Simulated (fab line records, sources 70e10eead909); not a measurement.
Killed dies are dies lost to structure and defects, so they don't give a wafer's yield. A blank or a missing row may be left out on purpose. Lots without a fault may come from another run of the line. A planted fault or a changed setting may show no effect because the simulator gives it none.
Which tool did it? | flow nand_harc | 13 lots, 39 wafers sampled, at 4 steps of a route of 1159

WHAT THE GAUGES READ, wafer by wafer
The record holds no reading of a measuring or inspecting step that can be judged against a usual standard deviation.

WHICH TOOL RAN EACH LOT (tool, then ch and the chambers of the sampled wafers, then the start)
lot  | NHARC_A_CONTACT_STRIP_55                      | NHARC_A_CONTACT_DEP_57        | NHARC_A_CONTACT_ETCH_75            | NHARC_A_CONTACT_ETCH_127
L565 | rie_diel-01 ch 0,2,3, day 16 19:25 or earlier | acl_dep-01 ch 0, day 16 19:25 | rie_diel-13 ch 0,1,3, day 16 22:10 | har_cap_etch-01 ch 0,1, day 16 23:42
L566 | rie_diel-13 ch 0,2,3, day 16 21:27 or earlier | acl_dep-01 ch 0, day 16 21:27 | rie_diel-13 ch 1,2,3, day 16 23:47 | har_cap_etch-03 ch 0,1, day 17 01:20
L564 | rie_diel-05 ch 1,2,3, day 17 01:08 or earlier | acl_dep-01 ch 0, day 17 01:08 | rie_diel-13 ch 0,2, day 17 03:53   | har_cap_etch-02 ch 0,1, day 17 06:55
L569 | rie_diel-05 ch 0,2,3, day 17 10:46 or earlier | acl_dep-03 ch 0, day 17 10:46 | rie_diel-05 ch 1,2,3, day 17 13:30 | har_cap_etch-02 ch 0,1, day 17 15:02
L573 | rie_diel-05 ch 1,2, day 19 02:34 or earlier   | acl_dep-01 ch 0, day 19 02:34 | rie_diel-01 ch 0,1,2, day 19 04:48 | har_cap_etch-01 ch 0,1, day 19 06:22
L574 | rie_diel-05 ch 1,2, day 20 07:38 or earlier   | acl_dep-01 ch 0, day 20 07:38 | rie_diel-13 ch 0,1,3, day 20 10:27 | har_cap_etch-03 ch 0,1, day 20 12:13
L578 | rie_diel-01 ch 0,1,3, day 20 11:44 or earlier | acl_dep-03 ch 0, day 20 11:44 | rie_diel-05 ch 2,3, day 20 14:19   | har_cap_etch-01 ch 0,1, day 20 15:55
L581 | rie_diel-01 ch 1,2, day 20 18:10 or earlier   | acl_dep-03 ch 0, day 20 18:10 | rie_diel-01 ch 0,2,3, day 20 21:02 | har_cap_etch-03 ch 0,1, day 20 22:34
L579 | rie_diel-13 ch 0,1,3, day 21 02:05 or earlier | acl_dep-02 ch 0, day 21 02:05 | rie_diel-05 ch 0,2,3, day 21 04:40 | har_cap_etch-03 ch 0,1, day 21 06:13
L583 | rie_diel-13 ch 0,1,2, day 21 12:02 or earlier | acl_dep-03 ch 0, day 21 12:02 | rie_diel-05 ch 0,1,2, day 21 14:52 | har_cap_etch-01 ch 0,1, day 21 16:28
L582 | rie_diel-13 ch 0,2,3, day 21 13:20 or earlier | acl_dep-02 ch 0, day 21 13:20 | rie_diel-05 ch 0,2,3, day 21 15:53 | har_cap_etch-03 ch 0,1, day 21 17:55
L584 | rie_diel-05 ch 2,3, day 21 19:22 or earlier   | acl_dep-03 ch 0, day 21 19:22 | rie_diel-01 ch 1,2, day 21 22:01   | har_cap_etch-01 ch 0,1, day 22 00:55
L585 | rie_diel-13 ch 0,1,3, day 22 02:38 or earlier | acl_dep-01 ch 0, day 22 02:38 | rie_diel-05 ch 0,1,3, day 22 05:40 | har_cap_etch-01 ch 0,1, day 22 07:10
- NHARC_A_CONTACT_STRIP_55: strips in O2.
- NHARC_A_CONTACT_DEP_57: deposits aC, target thk 2800 nm.
- NHARC_A_CONTACT_ETCH_75: etches the open film in CF4, target depth 39 nm, time 65 s.
- NHARC_A_CONTACT_ETCH_127: etches the open film in C4F8/O2/Ar, time 155 s, target depth 956 nm.

WHAT THE TOOLS THEMSELVES READ (means of the sampled wafers that have a number; where no wafer has one, the mark that the record gives instead)
NHARC_A_CONTACT_STRIP_55.
lot  | tool        | drypump_motor_current_A (A) | oes_product_au (a.u.) | rf_vpp_V (V) | showerhead_plenum_p_Torr (Torr) | throttle_valve_pct (%)
L565 | rie_diel-01 | 6.1                         | 0.993                 | 58.3         | 3.53                            | 17.031
L566 | rie_diel-13 | 5.7                         | 1.004                 | 58.1         | 3.36                            | 17.033
L564 | rie_diel-05 | 5.3                         | 1.005                 | 57.6         | 3.46                            | 17.046
L569 | rie_diel-05 | 5.2                         | 1.005                 | 57.4         | 3.48                            | 17.036
L573 | rie_diel-05 | 5.2                         | 1.003                 | 57.1         | 3.47                            | 17.042
L574 | rie_diel-05 | 5.2                         | 1.004                 | 57.5         | 3.47                            | 17.035
L578 | rie_diel-01 | 5.7                         | 0.999                 | 57.9         | 3.59                            | 17.038
L581 | rie_diel-01 | 5.5                         | 0.999                 | 57.1         | 3.58                            | 17.040
L579 | rie_diel-13 | 5.8                         | 1.006                 | 58.0         | 3.66                            | 17.041
L583 | rie_diel-13 | 6.1                         | 1.005                 | 56.9         | 3.53                            | 17.027
L582 | rie_diel-13 | 5.7                         | 1.006                 | 58.1         | 3.53                            | 17.039
L584 | rie_diel-05 | 4.8                         | 0.999                 | 57.6         | 3.49                            | 17.038
L585 | rie_diel-13 | 5.7                         | 0.995                 | 58.6         | 3.66                            | 17.038

NHARC_A_CONTACT_DEP_57.
lot  | tool       | throttle_valve_pct (%)
L565 | acl_dep-01 | 35.010
L566 | acl_dep-01 | 34.991
L564 | acl_dep-01 | 34.998
L569 | acl_dep-03 | 34.997
L573 | acl_dep-01 | 34.998
L574 | acl_dep-01 | 35.001
L578 | acl_dep-03 | 35.000
L581 | acl_dep-03 | 35.003
L579 | acl_dep-02 | 35.005
L583 | acl_dep-03 | 35.011
L582 | acl_dep-02 | 35.000
L584 | acl_dep-03 | 35.000
L585 | acl_dep-01 | 35.002

NHARC_A_CONTACT_ETCH_75.
lot  | tool        | drypump_motor_current_A (A) | oes_product_au (a.u.) | rf_vpp_V (V) | showerhead_plenum_p_Torr (Torr) | throttle_valve_pct (%)
L565 | rie_diel-13 | 5.7                         | 1.006                 | 149.5        | 1.66                            | 13.289
L566 | rie_diel-13 | 6.0                         | 0.999                 | 149.0        | 1.67                            | 13.274
L564 | rie_diel-13 | 5.7                         | 1.003                 | 150.7        | 1.71                            | 13.287
L569 | rie_diel-05 | 5.3                         | 1.006                 | 151.2        | 1.74                            | 13.290
L573 | rie_diel-01 | 5.9                         | 0.999                 | 152.5        | 1.79                            | 13.282
L574 | rie_diel-13 | 5.7                         | 0.956                 | 153.2        | 1.84                            | 13.281
L578 | rie_diel-05 | 4.8                         | 1.004                 | 150.8        | 1.76                            | 13.280
L581 | rie_diel-01 | 6.1                         | 0.996                 | 151.2        | 1.76                            | 13.288
L579 | rie_diel-05 | 5.2                         | 1.002                 | 151.1        | 1.74                            | 13.274
L583 | rie_diel-05 | 5.5                         | 0.996                 | 151.4        | 1.72                            | 13.285
L582 | rie_diel-05 | 5.2                         | 1.000                 | 151.2        | 1.74                            | 13.280
L584 | rie_diel-01 | 5.5                         | 0.997                 | 151.9        | 1.79                            | 13.278
L585 | rie_diel-05 | 5.6                         | 0.995                 | 150.1        | 1.72                            | 13.281

THE ANSWER, worked out from the rows above alone
Rule: what is usual is taken from the lots themselves. Put in order of their means at a reading, lots are off if they are a third of the lots or fewer, leave a main group of 4 or more, and stand apart from it by a gap of 3 or more times the standard deviation of the main group's means; of several such gaps the widest counts. A main group whose means are all the same, to the digits that the tables above print for the reading, isn't used. A lot without any number at a reading at which 4 lots or more have one is off too. The other lots that the step has rows for count as sound. The gauges are gone through in route order, then the tools' own readings, and for those a lot's mean is taken as printed above. The first step at which some lot is off is used, and at that step the reading that is off furthest; a lot without a number counts as furthest.
Off: L574, at NHARC_A_CONTACT_ETCH_75 (oes_product_au). The main group: mean 1.000 a.u., standard deviation 0.0037.
A tool fits if, at that step or a process step before it, it ran every lot that is off, and no sound lot after the first of them. NHARC_A_CONTACT_STRIP_55 gives no start for some lots, so the hours and the order of its lots are those of NHARC_A_CONTACT_DEP_57. One fits: rie_diel-13 at NHARC_A_CONTACT_ETCH_75. Its last sound lot is L564 (day 17 03:53), its first lot that is off L574 (day 20 10:27): a fault that began between those two fits.
The tool's own readings at NHARC_A_CONTACT_ETCH_75 bear it out: on the lots that are off they differ by more than 5 times the standard deviation of the sound lots' means. oes_product_au reads 0.956 a.u. there against 1.000 a.u. on the sound lots.

WHAT THE SIMULATOR HAD PUT IN
Process parameter drift: rie_diel-13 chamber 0, from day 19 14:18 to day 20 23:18, at NHARC_A_CONTACT_ETCH_75. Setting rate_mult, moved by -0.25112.
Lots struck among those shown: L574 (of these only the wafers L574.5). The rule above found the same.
